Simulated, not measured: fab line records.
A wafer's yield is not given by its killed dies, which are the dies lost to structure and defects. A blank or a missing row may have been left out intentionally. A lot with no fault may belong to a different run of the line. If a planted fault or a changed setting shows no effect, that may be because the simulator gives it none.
fab line records	flow n5Finfet
[record] lots = 7	wafers = 39
route steps=1938 shown FIN_CUT@176 SD_EPI_N@288 SD_ACTIVATION@330 SDB@373 MOL_CONTACT_COAG@584 BEOL_M1@753 BEOL_M4@1021
startH: hours from the record's first day to the start of the lot's first wafer shown	waitH: hours from the lot's prior step to this one	" same as the row above	L1.1+2: several wafers, shown together as one row	- value missing, or start not given	* or withheld: withheld	< > ~ a bound
route shown NAME@n: names a module that has steps shown in the file, with the first one's number in the route	usual: average and standard deviation across the fault-free wafers	same: alike in all rows	chamber/n: place in a boat	sites: each site's reading	_std_site: standard deviation across them	_edge_site: outer sites' mean less inner sites'	radiusMm: for every site, how far away it sits from the centre of the wafer	mask NAME#n: copy n	behind: the most recent tool/chamber to have shaped the wafer	hold: cause of the lot's hold/its duration in hours/its outcome	device: the transistor (n, p or np) that didn't switch	end of line: the tests these same wafers got at the end of their route	a step without rows: its recipe alone	killed: count of dies lost to structure and defects at first sort (not the wafer's yield)	map: dies across one wafer; x = killed, . = not, _ = none there
set.NAME: the setting the step ran with; set.NAME@STEP: the setting that earlier step ran with	model.NAME: the simulator's own value behind a step, which no gauge read
one table per step and one row per wafer, for lots whose settings were changed on purpose
[[steps]]
[step N5_FIN_CUT_CUT_ETCH_15]
[recipe] chemistry = HBr/Cl2/O2	target = Si	targetDepthA = 1000	btTimeS = 10	maskMaterial = SOC	timeS = 42.4	ionEnergyEv = *	biasW = *	pressureMtorr = 10	icpW = 800	HBr_flow_sccm = 150	Cl2_flow_sccm = 80	O2_flow_sccm = 12
lot.wafer	tool	chamber	startH	waitH	set.targetDepthA	model.etch.depthNm	model.FIN_CUT.featureDepthNm	model.SOC_of_FIN_CUT_COAT_18.thkNm
L075.1	rieSi-04	3	34.83	0.1	1000	96.43	96.4	171
L075.2	"	0	"	"	1180	117.9	118	163.2
L075.3	"	2	"	"	1000	99.93	100	170.2
L075.4	"	1	"	"	1180	118.5	118.4	163.6
L075.5	"	0	"	"	1180	118.8	118.8	163.4
L075.6	"	1	"	"	1000	99.51	99.6	170
L076.1	rieSi-05	1	40.34	0.1	1000	96.05	96	172
L076.2	"	0	"	"	561.4	55.35	55.4	187.6
L076.3	"	3	"	"	561.4	56.14	56.2	187.4
L076.4	"	2	"	"	1000	98.14	98.2	171.4
L076.5	"	0	"	"	561.4	55.32	55.4	187.6
L076.6	"	1	"	"	1000	97.21	97.2	172.4
L078.1	rieSi-04	0	54.88	0.1	1000	98.6	98.6	171.4
L078.2	"	1	"	"	1000	99.85	99.8	171
L078.3	"	2	"	"	1000	98.58	98.6	170.8
L078.4	"	3	"	"	1000	95.93	96	172.2
L078.5	"	0	"	"	1000	99.78	99.8	170.4
L078.6	"	3	"	"	1000	95.91	96	172.4
L087.3	rieSi-05	1	109.83	0.0	1000	96.01	96	172
L087.4	"	2	"	"	1000	97.18	97.2	171.4
L087.6	"	1	"	"	1000	96.46	96.4	171.8
L088.1	rieSi-05	2	114.53	0.1	1575	154.7	154.8	149.6
L088.2	"	1	"	"	1000	96.55	96.6	171
L088.3	"	0	"	"	1000	97.9	97.8	170.2
L088.4	"	3	"	"	1575	157.7	157.6	148.4
L088.5	"	0	"	"	1000	98.87	98.8	170
L088.6	"	3	"	"	1575	158.3	158.2	148.6
L090.1	rieSi-04	0	123.70	0.1	1000	100.3	100.2	171.4
L090.2	"	1	"	"	735.1	73.2	73.2	180
L090.3	"	3	"	"	735.1	71.05	71	181.8
L090.4	"	2	"	"	1000	98.25	98.2	171.6
L090.5	"	1	"	"	735.1	73.45	73.4	181.2
L090.6	"	2	"	"	1000	98.47	98.4	171.4
L093.1	rieSi-05	0	142.10	0.1	1000	99.46	99.4	170.8
L093.2	"	2	"	"	1000	97.97	98	171.2
L093.3	"	3	"	"	1000	99.31	99.4	170
L093.4	"	1	"	"	1000	95.9	95.8	172.4
L093.5	"	0	"	"	1000	98.97	99	171.2
L093.6	"	1	"	"	1000	96.53	96.6	172.2
[step N5_SD_EPI_N_EPI_21]
[recipe] material = Si:P	dopant = P	tempC = 680	pressureTorr = 255	timeS = 690
lot.wafer	tool	chamber	startH	waitH	set.epiGrowthTimeS	model.Si-P_of_SD_EPI_N_EPI_21.thkNm
L075.1+4	epiRpcvd-01	0	60.37	0.1	320.7	29.8
L075.2	"	0	"	"	320.7	29.6
L075.3	"	0	"	"	690	59.6
L075.5	"	0	"	"	690	59.8
L075.6	"	0	"	"	690	59.2
L076.1	epiRpcvd-04	0	68.57	0.2	690	59.8
L076.2	"	0	"	"	690	59.6
L076.3+4	"	0	"	"	690	59.2
L076.5	"	0	"	"	690	59.4
L076.6	"	0	"	"	690	59
L078.1	epiRpcvd-04	0	81.86	0.2	690	59.8
L078.2	"	0	"	"	690	58.2
L078.3	"	0	"	"	690	59.2
L078.4	"	0	"	"	690	58.4
L078.5	"	0	"	"	690	59.4
L078.6	"	0	"	"	690	58.8
L087.3	epiRpcvd-02	0	132.67	0.7	690	58.8
L087.4	"	0	"	"	690	59
L087.6	"	0	"	"	690	59.4
L088.1	epiRpcvd-02	0	138.18	0.1	690	59
L088.2+4	"	0	"	"	690	58.8
L088.3	"	0	"	"	690	58.6
L088.5	"	0	"	"	690	59.4
L088.6	"	0	"	"	690	58.4
L090.1	epiRpcvd-02	0	146.84	0.1	394.4	36.4
L090.2	"	0	"	"	394.4	35.8
L090.3	"	0	"	"	690	58
L090.4	"	0	"	"	394.4	36.2
L090.5	"	0	"	"	690	58.4
L090.6	"	0	"	"	690	58.2
L093.1+3	epiRpcvd-04	0	165.27	0.1	690	59
L093.2	"	0	"	"	841.1	67.8
L093.4	"	0	"	"	841.1	68.6
L093.5	"	0	"	"	841.1	68.4
L093.6	"	0	"	"	690	59.8
[step N5_SD_EPI_N_EPI_MEAS_23]
[recipe] mode = xrd
[usual] thkNm = 59.0/1.1
lot.wafer	tool	chamber	startH	waitH	set.epiGrowthTimeS@SD_EPI_N_EPI_21	thkNm
L075.1	filmMetro-02	-	62.09	1.4	320.7	29.9
L075.2	"	-	"	"	320.7	29.2
L075.3	"	-	"	"	690	59.4
L075.4	"	-	"	"	320.7	30.4
L075.5	"	-	"	"	690	59.7
L075.6	"	-	"	"	690	57.9
L076.1	filmMetro-01	-	70.85	1.9	690	59.0
L076.2	"	-	"	"	690	57.9
L076.3	"	-	"	"	690	59.0
L076.4	"	-	"	"	690	60.5
L076.5	"	-	"	"	690	58.0
L076.6	"	-	"	"	690	59.3
L078.1	filmMetro-01	-	84.14	1.9	690	59.3
L078.2	"	-	"	"	690	57.6
L078.3	"	-	"	"	690	60.1
L078.4	"	-	"	"	690	58.9
L078.5	"	-	"	"	690	59.4
L078.6	"	-	"	"	690	58.1
L087.3	filmMetro-02	-	133.84	0.9	690	58.7
L087.4	"	-	"	"	690	58.1
L087.6	"	-	"	"	690	59.2
L088.1	filmMetro-02	-	139.89	1.4	690	59.3
L088.2	"	-	"	"	690	60.0
L088.3	"	-	"	"	690	57.5
L088.4	"	-	"	"	690	59.5
L088.5	"	-	"	"	690	59.9
L088.6	"	-	"	"	690	59.5
L090.1	filmMetro-02	-	148.55	1.4	394.4	35.6
L090.2	"	-	"	"	394.4	36.2
L090.3	"	-	"	"	690	56.8
L090.4	"	-	"	"	394.4	36.8
L090.5	"	-	"	"	690	58.0
L090.6	"	-	"	"	690	58.0
L093.1	filmMetro-01	-	167.00	1.5	690	58.6
L093.2	"	-	"	"	841.1	68.5
L093.3	"	-	"	"	690	61.1
L093.4	"	-	"	"	841.1	69.5
L093.5	"	-	"	"	841.1	67.9
L093.6	"	-	"	"	690	59.0
[step N5_SD_EPI_N_PRECLEAN_24]
[recipe] chemistry = O3/DIW	timeS = 60	tempC = 22	o3Ppm = 10
lot.wafer	tool	chamber	startH	waitH	set.epiGrowthTimeS@SD_EPI_N_EPI_21	model.Si-P_of_SD_EPI_N_EPI_21.thkNm
L075.1+4	wetBench-05	3,1	62.13	0.0	320.7	29.6
L075.2	"	0	"	"	320.7	29.4
L075.3	"	6	"	"	690	59.2
L075.5	"	7	"	"	690	59.4
L075.6	"	2	"	"	690	58.8
L076.1	wetBench-01	0	70.88	0.0	690	59.4
L076.2	"	6	"	"	690	59.2
L076.3+4	"	5,4	"	"	690	58.8
L076.5	"	7	"	"	690	59
L076.6	"	3	"	"	690	58.6
L078.1	wetBench-05	4	84.18	0.0	690	59.4
L078.2	"	0	"	"	690	57.8
L078.3	"	7	"	"	690	58.8
L078.4	"	3	"	"	690	58
L078.5	"	6	"	"	690	59
L078.6	"	5	"	"	690	58.4
L087.3	wetBench-05	3	133.88	0.0	690	58.4
L087.4	"	1	"	"	690	58.6
L087.6	"	7	"	"	690	59
L088.1	wetBench-03	7	139.93	0.0	690	58.6
L088.2+4	"	2,6	"	"	690	58.4
L088.3	"	1	"	"	690	58.2
L088.5	"	0	"	"	690	59
L088.6	"	3	"	"	690	58
L090.1	wetBench-01	7	148.59	0.0	394.4	36.2
L090.2	"	0	"	"	394.4	35.6
L090.3	"	3	"	"	690	57.6
L090.4	"	4	"	"	394.4	36
L090.5	"	5	"	"	690	58
L090.6	"	6	"	"	690	57.8
L093.1+3	wetBench-01	4,1	167.04	0.0	690	58.6
L093.2	"	2	"	"	841.1	67.2
L093.4+5	"	3,0	"	"	841.1	68
L093.6	"	5	"	"	690	59.4
[step N5_SD_EPI_N_SRD_25]
[recipe] timeS = 30	tempC = 23	rinseLiquid = diw	dry = ipaMarangoni
[step N5_SD_EPI_N_PRECLEAN_49]
[recipe] chemistry = NF3:NH3	afsCycles = 1	tempC = 30	timeS = 20	sublimationTempC = 180	sublimationTimeS = 60	pressureTorr = 3	rfPowerW = 30
[step N5_SD_ACTIVATION_RTA_00]
[recipe] tempC = 975	timeS = 0	ambient = N2	idleTempC = 600	rampUpCPerS = 150	rampDownCPerS = 60	coolToC = 600
[step N5_SD_ACTIVATION_LSA_01]
[recipe] tempC = 1080	timeS = 0.0008	ambient = N2
[step N5_SD_ACTIVATION_RS_MEAS_03]
[recipe] thkMeasGauge = four-point-probe
[usual] RS_SD_N = 21.93/0.28	RS_SD_P = 56.3/0.88
lot.wafer	tool	chamber	startH	waitH	set.epiGrowthTimeS@SD_EPI_N_EPI_21	RS_SD_N[ohm/sq]	RS_SD_P[ohm/sq]
L075.1	filmMetro-01	-	67.31	0.2	320.7	43.53	57.0
L075.2	"	-	"	"	320.7	43.22	57.3
L075.3	"	-	"	"	690	21.71	57.8
L075.4	"	-	"	"	320.7	43.22	57.0
L075.5	"	-	"	"	690	21.45	57.2
L075.6	"	-	"	"	690	21.73	57.8
L076.1	filmMetro-01	-	76.20	0.2	690	21.68	56.7
L076.2	"	-	"	"	690	21.80	56.4
L076.3	"	-	"	"	690	21.95	56.3
L076.4	"	-	"	"	690	21.77	55.7
L076.5	"	-	"	"	690	21.88	56.6
L076.6	"	-	"	"	690	21.83	55.1
L078.1	filmMetro-02	-	90.10	0.2	690	21.69	56.2
L078.2	"	-	"	"	690	22.28	55.9
L078.3	"	-	"	"	690	21.81	55.6
L078.4	"	-	"	"	690	21.88	55.5
L078.5	"	-	"	"	690	21.88	56.0
L078.6	"	-	"	"	690	21.99	56.4
L087.3	filmMetro-01	-	139.31	0.2	690	21.82	55.5
L087.4	"	-	"	"	690	22.06	55.5
L087.6	"	-	"	"	690	21.95	56.8
L088.1	filmMetro-01	-	144.96	0.2	690	21.87	56.4
L088.2	"	-	"	"	690	21.87	56.6
L088.3	"	-	"	"	690	22.13	55.9
L088.4	"	-	"	"	690	21.84	57.6
L088.5	"	-	"	"	690	21.76	56.5
L088.6	"	-	"	"	690	22.24	56.2
L090.1	filmMetro-02	-	154.30	0.2	394.4	35.57	57.4
L090.2	"	-	"	"	394.4	36.28	56.8
L090.3	"	-	"	"	690	22.31	56.0
L090.4	"	-	"	"	394.4	35.92	55.8
L090.5	"	-	"	"	690	22.07	56.2
L090.6	"	-	"	"	690	22.32	56.3
L093.1	filmMetro-01	-	172.16	0.2	690	21.88	54.0
L093.2	"	-	"	"	841.1	19.13	54.8
L093.3	"	-	"	"	690	21.72	55.8
L093.4	"	-	"	"	841.1	18.82	54.6
L093.5	"	-	"	"	841.1	18.88	54.8
L093.6	"	-	"	"	690	21.42	54.4
[step N5_SDB_ALD_29]
[recipe] material = SiNx	targetThkA = 300	tempC = 400	aldPrecursorFamily = SiH2I2	aldCoReactant = N2/H2-plasma	pulseTimeS = 1	aldCycles = 600	purgeTimeS = 2	coReactantPurgeTimeS = 2	pressureTorr = 2
lot.wafer	tool	chamber	startH	waitH	set.aldCycles	model.SiNx_of_SDB_ALD_29.thkNm
L075.1+2+3+4+6	aldSin-04	2,3,0,1,3	75.69	0.0	600	29.8
L075.5	"	2	77.05	1.4	600	30
L076.1+2+3+5+6	aldSin-04	1,3,2,2,3	88.95	0.0	600	30
L076.4	"	0	"	"	600	29.8
L078.1+5+6	aldSin-01	2,0,2	100.68	0.0	600	30
L078.2+3+4	"	0,1,1	"	"	844	42
L087.3	aldSin-04	0	148.71	0.0	600	29.6
L087.4	"	2	"	"	600	29.8
L087.6	"	2	150.06	1.4	600	30
L088.1	aldSin-01	1	153.59	0.0	600	29.6
L088.2+3	"	0,2	"	"	600	29.8
L088.4+5+6	"	0,1,2	154.95	1.4	479	23.8
L090.1+5	aldSin-01	2	163.25	0.0	600	29.8
L090.2	"	1	"	"	600	29.6
L090.3+4+6	"	2,1,1	164.60	1.4	781	38.8
L093.1+2+3+5+6	aldSin-04	3,2,0,1,2	180.37	0.0	600	30
L093.4	"	1	"	"	600	30.2
[step N5_MOL_CONTACT_COAG_ETCHBACK_135]
[recipe] chemistry = CHF3	target = SiO2	targetDepthA = 250	timeS = 16.7	ionEnergyEv = 200	pressureMtorr = 30	sourceW = 610	biasW = 170	Ar_flow_sccm = 200	CHF3_flow_sccm = 50
lot.wafer	tool	chamber	startH	waitH	set.timeS	model.SOC_of_MOL_CONTACT_COAG_COAT_75.thkNm
L075.1	rieDiel-01	1	108.97	0.0	16.7	56.8
L075.2	"	3	"	"	16.7	57
L075.3	"	0	"	"	16.7	57.2
L075.4+6	"	2,3	"	"	20.98	56.2
L075.5	"	0	"	"	20.98	56.4
L076.1+2+5	rieDiel-01	3,2,3	120.14	0.0	16.7	57
L076.3+4+6	"	1,0,2	"	"	16.7	56.8
L078.1	rieDiel-01	0	132.71	0.0	16.7	57.2
L078.2+4+5	"	2,1,2	"	"	13.42	57.8
L078.3+6	"	3	"	"	16.7	57.4
L087.3+4	rieDiel-03	1,2	177.13	0.0	16.7	57.4
L087.6	"	0	"	"	16.7	57.6
L088.1	rieDiel-01	3	187.30	0.0	13.28	58
L088.2	"	1	"	"	16.7	57.6
L088.3+4	"	2,0	"	"	16.7	57.4
L088.5+6	"	3,2	"	"	13.28	58.2
L090.1+3+4	rieDiel-01	0,1,2	194.08	0.0	7.64	58.8
L090.2+6	"	3	"	"	16.7	57.2
L090.5	"	0	"	"	16.7	57.4
L093.1+2	rieDiel-03	1,0	212.97	0.0	20.75	56.8
L093.3	"	2	"	"	16.7	57.8
L093.4+6	"	3,2	"	"	16.7	57.6
L093.5	"	3	"	"	20.75	57
[step N5_MOL_CONTACT_COAG_STRIP_118]
[recipe] chemistry = CHF3	resist = SiARC	rfFrequencyHz = 6e+07
[step N5_MOL_CONTACT_COAG_VIA_ETCH_46]
[recipe] chemistry = C4F6/O2	targetDepthA = 460	overetchA = 92	maskMaterial = SOC	target = SiO2	biasW = 455	pressureMtorr = 10	timeS = 40	sourceW = 325	Ar_flow_sccm = 300	C4F6_flow_sccm = 10	O2_flow_sccm = 10	ionEnergyEv = 575.3	ends = endPoint
lot.wafer	tool	chamber	startH	waitH	set.timeS@MOL_CONTACT_COAG_ETCHBACK_135	model.SOC_of_MOL_CONTACT_COAG_COAT_75.thkNm
L075.1	rieDiel-01	1	109.00	0.0	16.7	49.8
L075.2	"	3	"	"	16.7	50.2
L075.3	"	0	"	"	16.7	50.4
L075.4	"	2	"	"	20.98	49.2
L075.5+6	"	0,3	"	"	20.98	49.6
L076.1+5	rieDiel-01	3	120.18	0.0	16.7	50.2
L076.2+4	"	2,0	"	"	16.7	50
L076.3	"	1	"	"	16.7	49.8
L076.6	"	2	"	"	16.7	49.6
L078.1+3	rieDiel-01	0,3	132.74	0.0	16.7	50.6
L078.2	"	2	"	"	13.42	51
L078.4+5	"	1,2	"	"	13.42	50.8
L078.6	"	3	"	"	16.7	50.8
L087.3	rieDiel-03	1	177.16	0.0	16.7	50.6
L087.4	"	2	"	"	16.7	51
L087.6	"	0	"	"	16.7	50.8
L088.1+6	rieDiel-01	3,2	187.34	0.0	13.28	51.2
L088.2	"	1	"	"	16.7	50.8
L088.3+4	"	2,0	"	"	16.7	50.4
L088.5	"	3	"	"	13.28	51.4
L090.1	rieDiel-01	0	194.11	0.0	7.64	51.8
L090.2+6	"	3	"	"	16.7	50.6
L090.3	"	1	"	"	7.64	52.2
L090.4	"	2	"	"	7.64	52
L090.5	"	0	"	"	16.7	50.4
L093.1+2+5	rieDiel-03	1,0,3	213.01	0.0	20.75	50.2
L093.3	"	2	"	"	16.7	51.4
L093.4	"	3	"	"	16.7	50.6
L093.6	"	2	"	"	16.7	51.2
[step N5_BEOL_M1_PECVD_72]
[recipe] material = SiO2	targetThkA = 160	tempC = 400	precursor = TEOS/O2	pressureTorr = 5.5	rfW = 450	teosFlowSccm = 53.8	gas = O2	flowSccm = 3000	timeS = 18
lot.wafer	tool	chamber	startH	waitH	set.timeS	model.SiO2_of_BEOL_M1_PECVD_72.thkNm
L075.1	pecvd-04	2	129.75	0.0	18	15.8
L075.2+3+4+6	"	1,0,2,1	"	"	18	16.2
L075.5	"	0	"	"	18	16.4
L076.1	pecvd-04	1	139.80	0.0	18	15.8
L076.2+6	"	2	"	"	15.28	13.4
L076.3	"	0	"	"	18	15.6
L076.4	"	1	"	"	15.28	13.6
L076.5	"	0	"	"	18	16
L078.1+2	pecvd-02	0,2	152.70	0.0	18	15.8
L078.3	"	1	"	"	13.86	11.8
L078.4	"	2	"	"	13.86	12.4
L078.5	"	0	"	"	18	16.2
L078.6	"	1	"	"	13.86	12
L087.3+4+6	pecvd-02	0,0,2	199.32	0.0	18	15.8
L088.1	pecvd-01	2	210.27	0.0	18	15.8
L088.2+5	"	1,0	"	"	27.75	24.2
L088.3	"	0	"	"	18	15.6
L088.4	"	2	"	"	27.75	24.4
L088.6	"	1	"	"	18	16.2
L090.1	pecvd-04	1	216.14	0.0	18	15.6
L090.2	"	2	"	"	8.672	7.4
L090.3+6	"	0,2	"	"	18	15.8
L090.4+5	"	0,1	"	"	8.672	7.8
L093.1	pecvd-02	0	232.12	0.0	18	15.6
L093.2	"	1	"	"	8.24	6.8
L093.3	"	2	"	"	18	16.2
L093.4	"	2	"	"	8.24	7.6
L093.5	"	1	"	"	18	16
L093.6	"	0	"	"	8.24	7.4
[step N5_BEOL_M4_ILD_DEP_00]
[recipe] material = SiOC	targetThkA = 790	tempC = 350	precursor = DEMS/O2	pressureTorr = 5	rfW = 500	timeS = 15.3
lot.wafer	tool	chamber	startH	waitH	set.targetThkA	model.SiOC_of_BEOL_M4_ILD_DEP_00.thkNm
L075.1	pecvd-01	2	155.18	0.0	590.5	57.4
L075.2	"	1	"	"	790	77.4
L075.3	"	0	"	"	790	78.2
L075.4	"	2	"	"	590.5	59.6
L075.5	"	0	"	"	590.5	58.8
L075.6	"	1	"	"	790	78.6
L076.1	pecvd-03	1	168.58	0.0	445	44.2
L076.2	"	2	"	"	790	79.8
L076.3	"	2	"	"	790	79.6
L076.4	"	1	"	"	445	45.2
L076.5	"	2	"	"	445	45.6
L076.6	"	1	"	"	790	78.6
L078.1	pecvd-03	2	186.63	0.0	437.5	42.4
L078.2	"	0	"	"	437.5	42.8
L078.3	"	1	"	"	790	77.4
L078.4	"	2	"	"	790	79.6
L078.5	"	1	"	"	790	80.4
L078.6	"	0	"	"	437.5	43.6
L087.3	pecvd-03	1	230.61	0.0	790	77.8
L087.4	"	0	"	"	790	79.4
L087.6	"	2	"	"	790	80
L088.1+6	pecvd-03	0	243.71	0.0	329.7	33
L088.2	"	1	"	"	329.7	33.4
L088.3	"	2	"	"	790	79.8
L088.4	"	1	"	"	790	79.6
L088.5	"	2	"	"	790	81
L090.1	pecvd-03	2	249.74	0.0	1037	103.4
L090.2	"	1	"	"	790	78.6
L090.3	"	0	"	"	790	78.4
L090.4	"	2	"	"	790	80.4
L090.5	"	1	"	"	1037	104.8
L090.6	"	0	"	"	1037	105
L093.1+2	pecvd-03	2,0	274.08	0.0	645.4	63.6
L093.3	"	1	"	"	790	77.4
L093.4	"	2	"	"	645.4	64
L093.5+6	"	0,1	"	"	790	78.4
[step N5_BEOL_M4_THK_MEAS_01]
[recipe] reads = SiOC_of_BEOL_M4_ILD_DEP_00
[usual] M4_ILD_THK = 78.9/0.89
lot.wafer	tool	chamber	startH	waitH	set.targetThkA@BEOL_M4_ILD_DEP_00	M4_ILD_THK[nm]
L075.1	filmMetro-02	-	155.24	0.0	590.5	57.5
L075.2	"	-	"	"	790	77.3
L075.3	"	-	"	"	790	78.2
L075.4	"	-	"	"	590.5	59.6
L075.5	"	-	"	"	590.5	58.8
L075.6	"	-	"	"	790	78.5
L076.1	filmMetro-01	-	168.67	0.1	445	44.3
L076.2	"	-	"	"	790	79.9
L076.3	"	-	"	"	790	79.7
L076.4	"	-	"	"	445	45.3
L076.5	"	-	"	"	445	45.5
L076.6	"	-	"	"	790	78.6
L078.1	filmMetro-01	-	186.70	0.0	437.5	42.4
L078.2	"	-	"	"	437.5	42.8
L078.3	"	-	"	"	790	77.5
L078.4	"	-	"	"	790	79.7
L078.5	"	-	"	"	790	80.3
L078.6	"	-	"	"	437.5	43.7
L087.3	filmMetro-02	-	230.68	0.1	790	77.7
L087.4	"	-	"	"	790	79.3
L087.6	"	-	"	"	790	80.1
L088.1	filmMetro-01	-	243.78	0.0	329.7	33.0
L088.2	"	-	"	"	329.7	33.4
L088.3	"	-	"	"	790	79.6
L088.4	"	-	"	"	790	79.6
L088.5	"	-	"	"	790	81.0
L088.6	"	-	"	"	329.7	33.0
L090.1	filmMetro-02	-	249.82	0.1	1037	103.4
L090.2	"	-	"	"	790	78.5
L090.3	"	-	"	"	790	78.4
L090.4	"	-	"	"	790	80.4
L090.5	"	-	"	"	1037	104.8
L090.6	"	-	"	"	1037	105.1
L093.1	filmMetro-01	-	274.15	0.0	645.4	63.7
L093.2	"	-	"	"	645.4	63.5
L093.3	"	-	"	"	790	77.4
L093.4	"	-	"	"	645.4	63.9
L093.5	"	-	"	"	790	78.4
L093.6	"	-	"	"	790	78.3
[[key]]
[split] step = N5_FIN_CUT_CUT_ETCH_15	setting = targetDepthA	stated = 1000	by = wafer
[response] step = N5_FIN_CUT_CUT_ETCH_15	reading = model.etch.depthNm	change = +1	per = 1%	r = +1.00
[response] step = N5_FIN_CUT_CUT_ETCH_15	reading = model.FIN_CUT.featureDepthNm	change = +1	per = 1%	r = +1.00
[response] step = N5_FIN_CUT_CUT_ETCH_15	reading = model.SOC_of_FIN_CUT_COAT_18.thkNm	change = -0.368	per = 1%	r = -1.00
[split] step = N5_SD_EPI_N_EPI_21	setting = epiGrowthTimeS	stated = 690	by = wafer
[response] step = N5_SD_EPI_N_EPI_21	reading = model.Si-P_of_SD_EPI_N_EPI_21.thkNm	change = +0.529	per = 1%	r = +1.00
[response] step = N5_SD_EPI_N_EPI_MEAS_23	reading = thkNm	change = *	per = 1%	r = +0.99
[response] step = N5_SD_EPI_N_PRECLEAN_24	reading = model.Si-P_of_SD_EPI_N_EPI_21.thkNm	change = +0.524	per = 1%	r = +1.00
[response] step = N5_SD_ACTIVATION_RS_MEAS_03	reading = RS_SD_N	change = -0.349	per = 1%	r = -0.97
[split] step = N5_SDB_ALD_29	setting = aldCycles	stated = 600	by = wafer
[response] step = N5_SDB_ALD_29	reading = model.SiNx_of_SDB_ALD_29.thkNm	change = +0.297	per = 1%	r = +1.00
[split] step = N5_MOL_CONTACT_COAG_ETCHBACK_135	setting = timeS	stated = 16.7	by = wafer
[response] step = N5_MOL_CONTACT_COAG_ETCHBACK_135	reading = model.SOC_of_MOL_CONTACT_COAG_COAT_75.thkNm	change = -0.0289	per = 1%	r = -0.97
[response] step = N5_MOL_CONTACT_COAG_VIA_ETCH_46	reading = model.SOC_of_MOL_CONTACT_COAG_COAT_75.thkNm	change = -0.0274	per = 1%	r = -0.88
[split] step = N5_BEOL_M1_PECVD_72	setting = timeS	stated = 18	by = wafer
[response] step = N5_BEOL_M1_PECVD_72	reading = model.SiO2_of_BEOL_M1_PECVD_72.thkNm	change = +0.157	per = 1%	r = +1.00
[split] step = N5_BEOL_M4_ILD_DEP_00	setting = targetThkA	stated = 790	by = wafer
[response] step = N5_BEOL_M4_ILD_DEP_00	reading = model.SiOC_of_BEOL_M4_ILD_DEP_00.thkNm	change = +0.8	per = 1%	r = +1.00
[response] step = N5_BEOL_M4_THK_MEAS_01	reading = M4_ILD_THK	change = +0.8	per = 1%	r = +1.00
